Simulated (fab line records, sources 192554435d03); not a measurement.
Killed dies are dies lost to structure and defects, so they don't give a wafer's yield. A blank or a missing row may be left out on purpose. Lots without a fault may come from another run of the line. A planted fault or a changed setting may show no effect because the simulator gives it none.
Split-lot experiment | flow n5_finfet | 7 lots, 39 wafers read, on a route of 1938 steps

THE SPLIT
At N5_MIM_BOT_SPUTTER_00 (material TiN, target thk 35 nm, time 89.7 s), the setting time_s was moved away from the recipe's 89.7 s on 15 of the 39 wafers read, by -49.6% to +57.3%. The other wafers ran this setting at the recipe's value.

The reading is taken at the split's own step.

THE READING
TiN_of_MIM_BOT_SPUTTER_00.thk_nm (the simulator's own value, which no gauge read), in nm, at N5_MIM_BOT_SPUTTER_00 (material TiN, target thk 35 nm, time 89.7 s). The file gives no usual value for it. The 24 wafers here that ran the recipe average 35.3 nm, standard deviation 0.31 nm.

wafer  | tool, chamber at the split | time_s as run, s | against the recipe | TiN_of_MIM_BOT_SPUTTER_00.thk_nm, nm | against lot-mates on the recipe
L080.1 | pvd_sputter-02, -          | 110.3            | +23.0%             | 42.8                                 | +7.5
L080.2 | pvd_sputter-02, -          | 110.3            | +23.0%             | 43.8                                 | +8.5
L080.3 | pvd_sputter-02, -          | 89.7             | recipe             | 35                                   | -
L080.4 | pvd_sputter-02, -          | 110.3            | +23.0%             | 42.4                                 | +7.1
L080.5 | pvd_sputter-02, -          | 89.7             | recipe             | 35.2                                 | -
L080.6 | pvd_sputter-02, -          | 89.7             | recipe             | 35.6                                 | -
L079.1 | pvd_sputter-02, -          | 116.2            | +29.5%             | 44.6                                 | +9.3
L079.2 | pvd_sputter-02, -          | 89.7             | recipe             | 35.6                                 | -
L079.3 | pvd_sputter-02, -          | 116.2            | +29.5%             | 44.8                                 | +9.5
L079.4 | pvd_sputter-02, -          | 116.2            | +29.5%             | 45                                   | +9.7
L079.5 | pvd_sputter-02, -          | 89.7             | recipe             | 34.8                                 | -
L079.6 | pvd_sputter-02, -          | 89.7             | recipe             | 35.4                                 | -
L087.1 | pvd_sputter-01, -          | 89.7             | recipe             | 35.4                                 | -
L087.5 | pvd_sputter-01, -          | 89.7             | recipe             | 35.4                                 | -
L087.2 | pvd_sputter-01, -          | 89.7             | recipe             | 35.2                                 | -
L087.6 | pvd_sputter-01, -          | 89.7             | recipe             | 35.2                                 | -
L087.3 | pvd_sputter-01, -          | 89.7             | recipe             | 36                                   | -
L087.4 | pvd_sputter-01, -          | 89.7             | recipe             | 35.6                                 | -
L091.1 | pvd_sputter-03, -          | 89.7             | recipe             | 35                                   | -
L091.2 | pvd_sputter-03, -          | 46.34            | -48.3%             | 18                                   | -17.3
L091.3 | pvd_sputter-03, -          | 89.7             | recipe             | 35.4                                 | -
L091.4 | pvd_sputter-03, -          | 46.34            | -48.3%             | 18.8                                 | -16.5
L091.5 | pvd_sputter-03, -          | 89.7             | recipe             | 35.6                                 | -
L091.6 | pvd_sputter-03, -          | 46.34            | -48.3%             | 18.2                                 | -17.1
L093.2 | pvd_sputter-01, -          | 89.7             | recipe             | 35.8                                 | -
L093.4 | pvd_sputter-01, -          | 89.7             | recipe             | 35.2                                 | -
L093.6 | pvd_sputter-01, -          | 89.7             | recipe             | 34.6                                 | -
L095.1 | pvd_sputter-03, -          | 141.1            | +57.3%             | 55.2                                 | +20.0
L095.6 | pvd_sputter-03, -          | 141.1            | +57.3%             | 55.2                                 | +20.0
L095.2 | pvd_sputter-03, -          | 89.7             | recipe             | 35.2                                 | -
L095.3 | pvd_sputter-03, -          | 141.1            | +57.3%             | 55.6                                 | +20.4
L095.4 | pvd_sputter-03, -          | 89.7             | recipe             | 35                                   | -
L095.5 | pvd_sputter-03, -          | 89.7             | recipe             | 35.4                                 | -
L094.1 | pvd_sputter-03, -          | 45.19            | -49.6%             | 17.8                                 | -17.6
L094.2 | pvd_sputter-03, -          | 45.19            | -49.6%             | 18.2                                 | -17.2
L094.3 | pvd_sputter-03, -          | 45.19            | -49.6%             | 17.6                                 | -17.8
L094.4 | pvd_sputter-03, -          | 89.7             | recipe             | 35.4                                 | -
L094.5 | pvd_sputter-03, -          | 89.7             | recipe             | 35.6                                 | -
L094.6 | pvd_sputter-03, -          | 89.7             | recipe             | 35.2                                 | -

THE FIT
A straight line over all 39 wafers: TiN_of_MIM_BOT_SPUTTER_00.thk_nm changes by +0.347 nm for each +1% of time_s; r = +1.00; the points scatter about the line by 0.4 nm.
The same after taking each lot's own level away (the mean of its wafers on the recipe; 39 wafers): +0.349 nm for each +1%; r = +1.00; scatter 0.39 nm.
On that fit, the largest move of time_s shifts the reading by 20 nm.
The lots' own levels span 35.20 to 35.47 nm, that is 0.9 times the standard deviation above.
So the lot-to-lot level changes the slope little: the two slopes agree.
Check: with one of the wafers moved furthest among these (+57.3%) left out of the fit, the line predicts +19.9 nm for it against its lot-mates. It came out at +20 nm against them.

OTHER SPLITS ON THESE WAFERS
These wafers also went through other splits before the reading. Each is held against what the fit with the lots' levels taken away leaves over:
other split on the same wafers       | wafers away from the commonest value | r with TiN_of_MIM_BOT_SPUTTER_00.thk_nm (lot level and that fit taken away)
N5_BEOL_M3_HM_DEP_02 target_thk_a    | 12                                   | +0.23
N5_BEOL_M6_ILD_DEP_00 target_thk_a   | 15                                   | -0.15
N5_BEOL_M8_DEVELOP_10 develop_time_s | 15                                   | -0.12
N5_BEOL_M9_ETCH_66 time_s            | 18                                   | +0.08

THE FILE'S OWN FIT
TiN_of_MIM_BOT_SPUTTER_00.thk_nm changes by +0.349 nm for each +1% of time_s, r = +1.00.
